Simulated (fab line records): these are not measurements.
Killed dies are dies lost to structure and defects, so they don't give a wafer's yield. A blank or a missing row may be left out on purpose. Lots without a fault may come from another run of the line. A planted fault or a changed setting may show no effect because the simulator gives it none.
fab line records | flow n5Finfet
[record] lots = 7 wafers = 19 lastDay = 16
route steps=1938 shown BEOL_M15@1784 PASSIVATION@1936
lots with no fault: from the same line, run without faults
startH: start of the lot's first displayed wafer, in hours after the record's first day | waitH: time in hours since the lot's previous step | " identical to the entry in the row above | L1.1+2: several wafers, shown together as one row | - no value present, or no start provided | * or withheld: withheld | < > ~ a bound
route shown NAME@n: a module of which the file shows steps, and the number in the route of the first | usual: mean/standard deviation of fault-free wafers | same: alike in all rows | chamber/n: place in a boat | sites: each site's reading | _std_site: standard deviation across them | _edge_site: mean of outer sites minus mean of inner sites | radiusMm: for every site, how far away it sits from the centre of the wafer | mask NAME#n: copy n | behind: the most recent tool/chamber to have shaped the wafer | hold: reason for holding the lot/hours on hold/outcome of the hold | device: which transistor (n, p or np) failed to switch | end of line: the same wafers' tests at the end of the route | a step given without rows: its recipe and nothing more | killed: the dies lost at the first sort to structure and to defects; this is not the yield of the wafer | map: a wafer's dies, x killed, . not, _ none there
set.NAME: the setting that was run; set.NAME@STEP: the one run at that earlier step | model.NAME: the simulator's own value behind a step, which no gauge read
certain route steps with their lots: each step a table, each wafer a row
services: the hour from which a tool's chamber was out of use, counted from the record's first day as startH (under 0 if before that day), plus the number of hours and why
[[steps]]
[step N5_BEOL_M15_OVL_MEAS_11]
[recipe] pointsPerWafer = 44
[usual] V14_OVL = -3/4.8
// columns lot.wafer tool chamber startH waitH V14_OVL[nm]
L125.3 overlay-01 0 259.85 0.0 -4
L125.5 " 0 " " -1
L125.6 " 0 " " 1
L126.2 overlay-01 0 263.23 0.0 -5
L126.3 " 0 " " -9
L126.4 " 0 " " -10
L124.3 overlay-02 0 269.22 0.0 -3
L124.5 " 0 " " -9
L124.6 " 0 " " -1
L135.1 overlay-01 0 316.02 0.0 -1
L135.3 " 0 " " -2
L135.4 " 0 " " -2
L137.2 overlay-02 0 324.75 0.0 -5
L137.5 " 0 " " -6
L137.6 " 0 " " -10
L138.2 overlay-02 0 334.78 0.0 -4
L138.3 " 0 " " -3
L141.1 overlay-02 0 361.43 0.0 3
L141.6 " 0 " " -1
[step N5_BEOL_M15_INSPECT_12]
[recipe] mode = adi inspectInstrument = macro
[usual] rawDefectCount = 2.1/1.4
// columns lot.wafer tool chamber startH waitH rawDefectCount
L125.3 defectInspect-02 - 259.87 0.0 1
L125.5 " - " " 2
L125.6 " - " " 2
L126.2 defectInspect-01 - 263.26 0.0 2
L126.3 " - " " 0
L126.4 " - " " 2
L124.3 defectInspect-01 - 269.25 0.0 1
L124.5 " - " " 2
L124.6 " - " " 3
L135.1 defectInspect-01 - 316.04 0.0 3
L135.3 " - " " 1
L135.4 " - " " 5
L137.2 defectInspect-02 - 324.77 0.0 3
L137.5 " - " " 4
L137.6 " - " " 0
L138.2 defectInspect-02 - 334.81 0.0 3
L138.3 " - " " 3
L141.1 defectInspect-01 - 361.45 0.0 4
L141.6 " - " " 3
[step N5_BEOL_M15_DESCUM_15]
[recipe] chemistry = O2 timeS = 7.9 sourcePowerW = 50 biasPowerW = 20 pressureMtorr = 20 rfFrequencyHz = 2.712e+07 tempC = 40 o2FlowSccm = 225
[usual] drypumpMotorCurrentA = 5.5/0.48 oesProductAu = 0.81/0.098 rfVppV = 243.2/1.3 showerheadPlenumPTorr = 2.10/0.068 throttleValvePct = 20.39/0.2
// columns lot.wafer tool chamber startH waitH drypumpMotorCurrentA oesProductAu rfHoursCounterH rfVppV showerheadPlenumPTorr throttleValvePct
L125.3 rieDiel-05 1 259.91 0.0 5.0 0.69 235 243.3 2.14 20.28
L125.5 " 3 " " 5.5 0.73 - 241.1 1.99 20.58
L125.6 " 2 " " 6.3 0.68 - 240.4 1.98 20.84
L126.2 rieDiel-05 3 263.67 0.4 5.5 0.73 194 241.8 1.99 20.60
L126.3 " 0 " " 6.5 1.00 2 242.8 2.06 20.43
L126.4 " 1 " " 5.0 0.69 237 244.1 2.14 20.29
L124.3 rieDiel-03 0 269.36 0.1 5.6 0.79 127 241.9 2.11 20.43
L124.5 " 2 " " 4.8 0.90 - 243.7 2.14 20.34
L124.6 " 1 " " 5.4 0.78 - 243.3 2.09 20.28
L135.1 rieDiel-05 3 316.08 0.0 5.5 0.70 215 241.2 1.98 20.62
L135.3 " 2 " " 6.3 0.96 6 245.3 2.24 20.43
L135.4 " 0 " " 6.4 0.92 - 241.2 2.05 20.48
L137.2 rieDiel-03 3 324.85 0.1 5.3 0.67 243 243.9 2.05 20.45
L137.5 " 2 " " 4.8 0.86 - 242.6 2.13 20.38
L137.6 " 1 " " 5.4 0.77 - 242.9 2.09 20.32
L138.2 rieDiel-05 1 334.84 0.0 5.0 1.03 1 242.6 2.14 19.96
L138.3 " 3 " " 5.5 0.70 222 242.1 1.98 20.65
L141.1 rieDiel-05 0 361.56 0.1 6.4 0.91 38 241.2 2.04 20.50
L141.6 " 2 " " 6.4 0.91 - 246.2 2.24 20.47
[step N5_BEOL_M15_ETCH_59]
[recipe] chemistry = N2/H2 target = BARC targetDepthA = 890 overetchA = 267 timeS = 67.9 ionEnergyEv = 200 pressureMtorr = 30 sourceW = 840 biasW = 150 n2FlowSccm = 200 h2FlowSccm = 200
[usual] drypumpMotorCurrentA = 5.6/0.48 oesProductAu = 0.69/0.077 rfVppV = 524.1/2.4 showerheadPlenumPTorr = 2.55/0.079 throttleValvePct = 17.81/0.21
// columns lot.wafer tool chamber startH waitH drypumpMotorCurrentA oesProductAu rfHoursCounterH rfVppV showerheadPlenumPTorr throttleValvePct
L125.3 rieDiel-05 1 259.94 0.0 5.0 0.61 235 524.5 2.61 17.86
L125.5 " 3 " " 5.5 0.62 - 519.9 2.43 18.05
L125.6 " 2 " " 6.4 0.58 - 520.4 2.40 18.26
L126.2 rieDiel-05 3 263.70 0.0 5.5 0.63 194 520.5 2.43 18.07
L126.3 " 0 " " 6.5 0.84 2 522.0 2.50 17.82
L126.4 " 1 " " 5.0 0.60 237 525.0 2.61 17.88
L124.3 rieDiel-03 0 269.40 0.0 5.5 0.67 127 524.0 2.56 17.88
L124.5 " 2 " " 4.9 0.76 - 523.8 2.59 17.76
L124.6 " 1 " " 5.4 0.67 - 523.6 2.54 17.67
L135.1 rieDiel-05 3 316.11 0.0 5.5 0.61 215 519.7 2.42 18.10
L135.3 " 2 " " 6.4 0.80 6 527.4 2.72 17.83
L135.4 " 0 " " 6.4 0.79 - 521.7 2.49 17.85
L137.2 rieDiel-03 3 324.88 0.0 5.3 0.58 243 523.8 2.50 17.94
L137.5 " 2 " " 4.8 0.73 - 524.7 2.59 17.81
L137.6 " 1 " " 5.4 0.66 - 524.9 2.53 17.73
L138.2 rieDiel-05 1 334.87 0.0 5.0 0.86 1 525.8 2.60 17.46
L138.3 " 3 " " 5.5 0.61 222 518.8 2.41 18.12
L141.1 rieDiel-05 0 361.60 0.0 6.4 0.76 38 522.6 2.48 17.89
L141.6 " 2 " " 6.4 0.77 - 527.0 2.71 17.83
[step N5_BEOL_M15_VIA_ETCH_16]
[recipe] chemistry = C4F8/O2/Ar target = SiO2 heInnerTorr = 15 heOuterTorr = 30 targetDepthA = 17922 timeS = withheld ionEnergyEv = 800 pressureMtorr = 20 sourceW = 1905 biasW = 2040 Ar_flow_sccm = 400 C4F8_flow_sccm = 16 O2_flow_sccm = 12 ends = cleared
[usual] drypumpMotorCurrentA = 5.6/0.48 oesProductAu = 0.73/0.088 rfVppV = 2215/32 showerheadPlenumPTorr = 3.45/0.098 throttleValvePct = 30.84/0.2
// columns lot.wafer tool chamber startH waitH drypumpMotorCurrentA oesProductAu rfVppV showerheadPlenumPTorr throttleValvePct
L125.3 rieDiel-05 1 259.99 0.0 5.0 0.63 2203 3.52 30.67
L125.5 " 3 " " 5.5 0.65 2174 3.30 31.10
L125.6 " 2 " " 6.4 0.60 2248 3.25 31.10
L126.2 rieDiel-05 3 263.75 0.0 5.5 0.66 2173 3.29 31.10
L126.3 " 0 " " 6.4 0.90 2227 3.39 31.01
L126.4 " 1 " " 5.0 0.62 2202 3.52 30.67
L124.3 rieDiel-03 0 269.45 0.0 5.6 0.70 2189 3.43 30.70
L124.5 " 2 " " 4.9 0.81 2193 3.51 30.89
L124.6 " 1 " " 5.4 0.70 2208 3.46 30.82
L135.1 rieDiel-05 3 316.17 0.0 5.5 0.64 2176 3.28 31.11
L135.3 " 2 " " 6.4 0.86 2287 3.64 30.86
L135.4 " 0 " " 6.5 0.84 2228 3.38 31.04
L137.2 rieDiel-03 3 324.93 0.0 5.4 0.60 2215 3.40 30.99
L137.5 " 2 " " 4.8 0.78 2191 3.50 30.90
L137.6 " 1 " " 5.5 0.68 2207 3.45 30.81
L138.2 rieDiel-05 1 334.93 0.0 5.1 0.93 2203 3.51 30.51
L138.3 " 3 " " 5.5 0.64 2173 3.28 31.14
L141.1 rieDiel-05 0 361.65 0.0 6.4 0.81 2227 3.37 31.08
L141.6 " 2 " " 6.4 0.82 2285 3.63 30.86
[step N5_BEOL_M15_STRIP_63]
[recipe] chemistry = O2 powerW = 600 tempC = 60 pressureMtorr = 30 rfFrequencyHz = 6e+07 biasPowerW = 0 overashFraction = 0.3 o2FlowSccm = 225
[usual] drypumpMotorCurrentA = 5.5/0.48 oesProductAu = 0.81/0.097 rfVppV = 3.6/0.74 showerheadPlenumPTorr = 2.11/0.068 throttleValvePct = 16.63/0.21
[same] overashFraction = 0.3
// columns lot.wafer tool chamber startH waitH drypumpMotorCurrentA oesProductAu rfHoursCounterH rfVppV showerheadPlenumPTorr throttleValvePct
L125.3 rieDiel-05 1 - - 5.0 0.69 235 3.8 2.15 16.60
L125.5 " 3 " " 5.5 0.73 - 3.2 2.00 16.85
L125.6 " 2 " " 6.4 0.68 - 2.9 1.99 17.09
L126.2 rieDiel-05 3 - - 5.5 0.74 194 2.9 2.00 16.86
L126.3 " 0 " " 6.4 1.01 3 4.0 2.06 16.64
L126.4 " 1 " " 5.0 0.70 238 3.8 2.14 16.60
L124.3 rieDiel-03 0 - - 5.6 0.79 127 3.9 2.11 16.67
L124.5 " 2 " " 4.8 0.91 - 3.9 2.14 16.53
L124.6 " 1 " " 5.5 0.79 - 4.9 2.10 16.54
L135.1 rieDiel-05 3 - - 5.5 0.71 216 3.1 1.99 16.89
L135.3 " 2 " " 6.3 0.95 6 4.5 2.25 16.62
L135.4 " 0 " " 6.4 0.93 - 4.2 2.05 16.68
L137.2 rieDiel-03 3 - - 5.3 0.66 244 3.4 2.06 16.74
L137.5 " 2 " " 4.8 0.85 - 3.0 2.13 16.61
L137.6 " 1 " " 5.4 0.76 - 2.9 2.09 16.59
L138.2 rieDiel-05 1 - - 5.0 1.03 2 2.3 2.14 16.20
L138.3 " 3 " " 5.5 0.70 223 1.9 1.99 16.89
L141.1 rieDiel-05 0 - - 6.4 0.89 38 3.3 2.05 16.69
L141.6 " 2 " " 6.4 0.92 - 4.2 2.24 16.66
[step N5_BEOL_M15_STRIP_64]
[recipe] chemistry = O2 powerW = 600 tempC = 60 pressureMtorr = 30 rfFrequencyHz = 6e+07 biasPowerW = 0 overashFraction = 0.3 o2FlowSccm = 225
[usual] drypumpMotorCurrentA = 5.5/0.49 oesProductAu = 0.81/0.097 rfVppV = 3.6/0.48 showerheadPlenumPTorr = 2.11/0.068 throttleValvePct = 16.63/0.2
[same] overashFraction = 0.3
// columns lot.wafer tool chamber startH waitH drypumpMotorCurrentA oesProductAu rfHoursCounterH rfVppV showerheadPlenumPTorr throttleValvePct
L125.3 rieDiel-05 1 - - 5.1 0.70 235 4.2 2.15 16.62
L125.5 " 3 " " 5.5 0.73 - 3.9 2.00 16.86
L125.6 " 2 " " 6.4 0.67 - 3.0 1.99 17.10
L126.2 rieDiel-05 3 - - 5.5 0.72 194 4.5 2.00 16.86
L126.3 " 0 " " 6.4 0.99 3 2.9 2.06 16.61
L126.4 " 1 " " 5.0 0.69 238 3.7 2.14 16.60
L124.3 rieDiel-03 0 - - 5.5 0.78 127 3.7 2.11 16.66
L124.5 " 2 " " 4.8 0.92 - 4.5 2.14 16.53
L124.6 " 1 " " 5.4 0.79 - 3.1 2.10 16.56
L135.1 rieDiel-05 3 - - 5.5 0.71 216 2.8 1.99 16.88
L135.3 " 2 " " 6.4 0.95 6 3.8 2.25 16.64
L135.4 " 0 " " 6.5 0.92 - 3.7 2.05 16.67
L137.2 rieDiel-03 3 - - 5.4 0.67 244 2.7 2.06 16.74
L137.5 " 2 " " 4.8 0.86 - 3.8 2.13 16.60
L137.6 " 1 " " 5.4 0.77 - 2.7 2.09 16.59
L138.2 rieDiel-05 1 - - 5.0 1.03 2 4.4 2.14 16.18
L138.3 " 3 " " 5.5 0.70 223 3.2 1.99 16.90
L141.1 rieDiel-05 0 - - 6.5 0.90 38 4.1 2.05 16.69
L141.6 " 2 " " 6.3 0.92 - 3.9 2.24 16.65
[step N5_BEOL_M15_STRIP_65]
[recipe] chemistry = postEtchResidueRemover timeS = 60 tempC = 25 removerPh = withheld removerWaterWtPct = withheld removerFluorideWtPct = withheld
[step N5_BEOL_M15_SRD_66]
[recipe] timeS = 30 tempC = 23 rinseLiquid = diw dry = n2Spin spinRpm = 1500 dryTimeS = 30
[step N5_BEOL_M15_CD_MEAS_17]
[recipe] targetCdNm = 360 polarity = opening
[usual] cdNm = 361.7/1.5
// columns lot.wafer tool chamber startH waitH cdNm
L125.3 cdSem-03 - 260.41 0.0 361.6
L125.5 " - " " 363.6
L125.6 " - " " 363.1
L126.2 cdSem-01 - 264.17 0.0 362.9
L126.3 " - " " 362.1
L126.4 " - " " 361.0
L124.3 cdSem-02 - 269.86 0.0 363.0
L124.5 " - " " 363.7
L124.6 " - " " 363.5
L135.1 cdSem-02 - 316.58 0.0 363.6
L135.3 " - " " 363.6
L135.4 " - " " 363.3
L137.2 cdSem-03 - 325.35 0.0 361.1
L137.5 " - " " 359.2
L137.6 " - " " 360.8
L138.2 cdSem-03 - 335.34 0.0 361.9
L138.3 " - " " 362.9
L141.1 cdSem-02 - 362.06 0.0 361.4
L141.6 " - " " 361.1
[step N5_BEOL_M15_COAT_56]
[recipe] resist = SOC tempC = 250 timeS = 60 spinRpm = 1500 resistThkNm = 550
[step N5_BEOL_M15_ETCH_57]
[recipe] chemistry = N2/H2 target = SOC sourceW = 3000 biasW = 350 timeS = 750 ionEnergyEv = 200 pressureMtorr = 30 n2FlowSccm = 200 h2FlowSccm = 200
[step N5_BEOL_M15_COAT_60]
[recipe] resist = BARC tempC = 205 timeS = 60 spinRpm = 1500 resistThkNm = 89
[usual] heaterPowerTotalW = 391.5/1.4 runLengthS = 66.01/0.26
// columns lot.wafer tool chamber startH waitH heaterPowerTotalW runLengthS
L125.3 lithoTrack-03 0 261.12 0.3 393.0 66.03
L125.5 " 0 " " 392.9 66.21
L125.6 " 0 " " 391.7 66.04
L126.2 lithoTrack-05 0 264.77 0.3 393.7 65.85
L126.3 " 0 " " 390.2 65.65
L126.4 " 0 " " 393.3 65.93
L124.3 lithoTrack-03 0 270.74 0.3 389.7 66.13
L124.5 " 0 " " 390.6 66.36
L124.6 " 0 " " 390.4 66.34
L135.1 lithoTrack-05 0 317.19 0.3 391.7 65.60
L135.3 " 0 " " 393.9 65.57
L135.4 " 0 " " 392.3 65.56
L137.2 lithoTrack-05 0 325.96 0.3 432.7 56.60
L137.5 " 0 " " 392.8 65.82
L137.6 " 0 " " 393.5 65.58
L138.2 lithoTrack-05 0 335.94 0.3 432.6 56.54
L138.3 " 0 " " 392.6 65.58
L141.1 lithoTrack-05 0 362.66 0.3 432.2 56.87
L141.6 " 0 " " 389.5 65.60
[step N5_BEOL_M15_COAT_22]
[recipe] spinRpm = 1704 resistThkNm = 800
[step N5_PASSIVATION_PROBE_49]
[usual] defectLimitedYield = 91.5/1.4 killed_at_M0_to_M3 = 33/10 killed_at_M4_up = 13/5 killedAtContacts = 13/5.6 killedAtFrontEnd = 38/12 killedAtOther = 3.9/2.7 killedDies = 100/16 killedOpen = 66/13 killedShort = 32/7.2 sort_bin_5_function = 5.0/0.97 sort_bin_6_memory = 3.2/0.61 sortNPass = 1080/16 sortYieldPct = 91.5/1.4
[same] grossDies = 1180 killedAtBackSide = 0 sort_bin_4_leakage[%] = 0 sort_bin_8_speed[%] = 0
// columns lot.wafer tool chamber startH waitH defectLimitedYield[%] killed_at_M0_to_M3 killed_at_M4_up killedAtContacts killedAtFrontEnd killedAtOther killedDies killedOpen killedShort sort_bin_5_function[%] sort_bin_6_memory[%] sortNPass sortYieldPct[%]
L125.3 prober-01 - 283.21 0.1 93.3 40 15 5 15 4 79 49 30 4.0 2.5 1101 93.3
L125.5 prober-01 - 283.31 0.2 92.4 34 12 6 29 9 90 54 32 4.0 3.5 1090 92.4
L125.6 prober-01 - 283.36 0.3 92.9 20 13 12 33 6 84 54 26 4.0 2.9 1096 92.9
L124.3 prober-02 - 289.45 0.1 90.8 37 27 9 31 5 109 72 37 6.2 2.6 1071 90.8
L124.5 prober-02 - 289.55 0.2 90.8 58 4 16 26 4 108 59 46 4.3 4.4 1072 90.8
L124.6 prober-02 - 289.60 0.3 90.4 20 19 18 53 3 113 70 43 5.6 3.6 1067 90.4
// killed by level:class
L125.3 BEOL_M0_SAQP:geometricParticle:open=14 BEOL_M0_SAQP:geometricParticle:short=11 FIN_SAQP:geometricParticle:open=6 FIN_SAQP:geometricParticle:short=5 BEOL_M2:geometricParticle:open=4 BEOL_M3:geometricParticle:open=4 BEOL_M4:geometricParticle:short=4 BEOL_M1:geometricParticle:open=3
L125.5 BEOL_M0_SAQP:geometricParticle:open=8 FIN_SAQP:geometricParticle:short=7 BEOL_M3:geometricParticle:open=7 MOL_CONTACT_COAG:geometricParticle:open=6 BEOL_M1:geometricParticle:open=6 FIN_SAQP:geometricParticle:open=5 BEOL_M0_SAQP:geometricParticle:short=5 STI_FIN_REVEAL:geometricParticle:open=3
L125.6 STI_FIN_REVEAL:geometricParticle:open=12 MOL_CONTACT_COAG:geometricParticle:open=9 BEOL_M0_SAQP:geometricParticle:open=6 BEOL_M3:geometricParticle:open=6 BEOL_M4:geometricParticle:open=6 DUMMY_GATE:geometricParticle:open=5 BEOL_M0_SAQP:geometricParticle:short=4 FIN_SAQP:geometricParticle:short=3
L124.3 BEOL_M4:geometricParticle:open=14 MOL_CONTACT_COAG:geometricParticle:open=8 BEOL_M0_SAQP:geometricParticle:short=8 BEOL_M3:geometricParticle:open=7 BEOL_M0_SAQP:geometricParticle:open=6 GATE_CUT:geometricParticle:open=5 FIN_SAQP:geometricParticle:open=4 STI_FIN_REVEAL:geometricParticle:open=4
L124.5 MOL_CONTACT_COAG:geometricParticle:open=12 BEOL_M0_SAQP:geometricParticle:short=10 BEOL_M0_SAQP:geometricParticle:open=8 BEOL_M1:geometricParticle:open=8 BEOL_M3:geometricParticle:open=8 STI_FIN_REVEAL:geometricParticle:open=7 BEOL_M2:geometricParticle:short=7 FIN_SAQP:geometricParticle:short=6
L124.6 MOL_CONTACT_COAG:geometricParticle:open=15 FIN_SAQP:geometricParticle:open=13 BEOL_M4:geometricParticle:open=11 FIN_SAQP:geometricParticle:short=10 SPACER0:geometricParticle:short=7 DUMMY_GATE:geometricParticle:open=5 STI_FIN_REVEAL:geometricParticle:open=5 GATE_CUT:geometricParticle:short=4
[[services]]
// columns tool chamber startH hours kind
rieDiel-05 0 241.21 - clean
rieDiel-05 0 241.21 - consumableReplace:focusRing
rieDiel-05 0 241.21 16.2 scheduledDown
rieDiel-05 0 241.21 16.2 ventCycle
rieDiel-05 - 253.86 0.2 repair
rieDiel-05 2 270.57 - clean
rieDiel-05 2 270.57 - consumableReplace:focusRing
rieDiel-05 2 270.57 - consumableReplace:showerhead
rieDiel-05 2 270.57 31.4 scheduledDown
rieDiel-05 2 270.57 31.4 ventCycle
rieDiel-03 0 312.23 12.7 repair
rieDiel-05 1 313.46 - clean
rieDiel-05 1 313.46 - consumableReplace:focusRing
rieDiel-05 1 313.46 15.3 scheduledDown
rieDiel-05 1 313.46 15.3 ventCycle
rieDiel-03 3 348.85 - clean
rieDiel-03 3 348.85 - consumableReplace:focusRing
rieDiel-03 3 348.85 13.8 scheduledDown
rieDiel-03 3 348.85 13.8 ventCycle
[[key]]
[firstSign] step = N5_BEOL_M15_COAT_60 reading = runLengthS direction = down sigmas = 36 usual = * struck = *
[effect] step = N5_BEOL_M15_COAT_60 reading = heaterPowerTotalW direction = up sigmas = 30 usual = * struck = *
metAt N5_BEOL_M15_COAT_60
struckWafers L137.2,L138.2,L141.1
onsetBetween 317.19 325.96
[fault] kind = processParameterDrift tool = lithoTrack-05 chamber = - onsetH = 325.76 steps = N5_BEOL_M15_COAT_60 channel = timeS offset = * shape = step endH = 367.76 scope = struckWafersOnly actsIn = * stated = *
